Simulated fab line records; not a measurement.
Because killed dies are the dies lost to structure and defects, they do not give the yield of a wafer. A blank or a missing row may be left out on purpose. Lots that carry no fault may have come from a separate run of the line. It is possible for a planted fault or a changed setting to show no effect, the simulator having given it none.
Lot-split experiment + flow n5-finfet + 7 lots, 39 wafers read, on a route of 1938 steps

## THE SPLIT
At N5_SD_EPI_N_DESCUM_14 (chemistry O2, time 7.9 s), the setting time-s was moved away from the recipe's 7.9 s on 12 of the 39 wafers read, by -30.9% to +58.2%. This setting was run at the recipe's value on the other wafers.

The reading is taken at the split's own step.

## THE READING
CAR-ArF-block_of_SD_EPI_N_COAT_03.thk-nm (the simulator's own value, which no gauge read), in nm, at N5_SD_EPI_N_DESCUM_14 (chemistry O2, time 7.9 s). No usual value for it is given in the file. The 27 wafers here that ran the recipe average 143.4 nm, standard deviation 0.43 nm.

| wafer  | tool, chamber at the split | time-s as run, s | against the recipe | CAR-ArF-block_of_SD_EPI_N_COAT_03.thk-nm, nm | against lot-mates on the recipe |
|--------|----------------------------|------------------|--------------------|----------------------------------------------|---------------------------------|
| L074.1 | rie-diel-05, 0             | 7.9              | recipe             | 142.6                                        | -                               |
| L074.2 | rie-diel-05, 1,2,2         | 7.9              | recipe             | 143                                          | -                               |
| L074.4 | rie-diel-05, 1,2,2         | 7.9              | recipe             | 143                                          | -                               |
| L074.6 | rie-diel-05, 1,2,2         | 7.9              | recipe             | 143                                          | -                               |
| L074.3 | rie-diel-05, 3,1           | 7.9              | recipe             | 142.8                                        | -                               |
| L074.5 | rie-diel-05, 3,1           | 7.9              | recipe             | 142.8                                        | -                               |
| L080.1 | rie-diel-05, 0             | 7.9              | recipe             | 143.4                                        | -                               |
| L080.2 | rie-diel-05, 3,1,3,0       | 7.9              | recipe             | 143                                          | -                               |
| L080.3 | rie-diel-05, 3,1,3,0       | 7.9              | recipe             | 143                                          | -                               |
| L080.5 | rie-diel-05, 3,1,3,0       | 7.9              | recipe             | 143                                          | -                               |
| L080.6 | rie-diel-05, 3,1,3,0       | 7.9              | recipe             | 143                                          | -                               |
| L080.4 | rie-diel-05, 1             | 7.9              | recipe             | 143.6                                        | -                               |
| L086.2 | rie-diel-05, 0             | 7.9              | recipe             | 143.8                                        | -                               |
| L086.4 | rie-diel-05, 2             | 7.9              | recipe             | 143.6                                        | -                               |
| L086.6 | rie-diel-05, 0             | 7.9              | recipe             | 144                                          | -                               |
| L087.1 | rie-diel-05, 1             | 7.9              | recipe             | 143.8                                        | -                               |
| L087.2 | rie-diel-05, 2             | 7.9              | recipe             | 143.4                                        | -                               |
| L087.3 | rie-diel-05, 0             | 12.5             | +58.2%             | 140.8                                        | -2.8                            |
| L087.4 | rie-diel-05, 3             | 12.5             | +58.2%             | 140.4                                        | -3.2                            |
| L087.5 | rie-diel-05, 3             | 12.5             | +58.2%             | 140.6                                        | -3.0                            |
| L087.6 | rie-diel-05, 0             | 7.9              | recipe             | 143.6                                        | -                               |
| L089.1 | rie-diel-01, 3             | 7.9              | recipe             | 143.2                                        | -                               |
| L089.2 | rie-diel-01, 0,1           | 5.462            | -30.9%             | 145                                          | +1.6                            |
| L089.4 | rie-diel-01, 0,1           | 5.462            | -30.9%             | 145                                          | +1.6                            |
| L089.3 | rie-diel-01, 2             | 5.462            | -30.9%             | 145.2                                        | +1.8                            |
| L089.5 | rie-diel-01, 0             | 7.9              | recipe             | 143.4                                        | -                               |
| L089.6 | rie-diel-01, 1             | 7.9              | recipe             | 143.6                                        | -                               |
| L091.1 | rie-diel-03, 0             | 7.9              | recipe             | 144                                          | -                               |
| L091.2 | rie-diel-03, 2,1           | 7.9              | recipe             | 143.6                                        | -                               |
| L091.4 | rie-diel-03, 2,1           | 7.9              | recipe             | 143.6                                        | -                               |
| L091.3 | rie-diel-03, 3             | 11.16            | +41.3%             | 141.8                                        | -1.9                            |
| L091.5 | rie-diel-03, 1             | 11.16            | +41.3%             | 141.4                                        | -2.3                            |
| L091.6 | rie-diel-03, 2             | 11.16            | +41.3%             | 141.6                                        | -2.1                            |
| L096.1 | rie-diel-01, 3,1,0         | 7.9              | recipe             | 144                                          | -                               |
| L096.3 | rie-diel-01, 3,1,0         | 7.9              | recipe             | 144                                          | -                               |
| L096.5 | rie-diel-01, 3,1,0         | 7.9              | recipe             | 144                                          | -                               |
| L096.2 | rie-diel-01, 0,1           | 12.15            | +53.8%             | 141.2                                        | -2.8                            |
| L096.4 | rie-diel-01, 0,1           | 12.15            | +53.8%             | 141.2                                        | -2.8                            |
| L096.6 | rie-diel-01, 3             | 12.15            | +53.8%             | 141.6                                        | -2.4                            |
Where a row lists several chambers, the file gives one row for several wafers and doesn't say which wafer went through which chamber.

THE FIT
A straight line over all 39 wafers: CAR-ArF-block_of_SD_EPI_N_COAT_03.thk-nm changes by -0.0453 nm for each +1% of time-s; r = -0.94; the points scatter about the line by 0.4 nm.
The same after taking each lot's own level away (the mean of its wafers on the recipe; 39 wafers): -0.0513 nm for each +1%; r = -0.99; scatter 0.18 nm.
That fit puts the effect of the largest move of time-s on the reading at 3 nm.
Across the lots, their own levels run from 142.87 to 144.00 nm, a range of 2.7 times the standard deviation given above.
Hence the slope depends on the lot-to-lot level, as the two fits are not the same.
Check: -3 nm against its lot-mates is what the line predicts for one of the wafers moved furthest among these (+58.2%) when that wafer is left out of the fit. It came out at -2.8 nm against them.

## THE FILE'S OWN FIT
CAR-ArF-block_of_SD_EPI_N_COAT_03.thk-nm changes by -0.0512 nm for each +1% of time-s, r = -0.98.
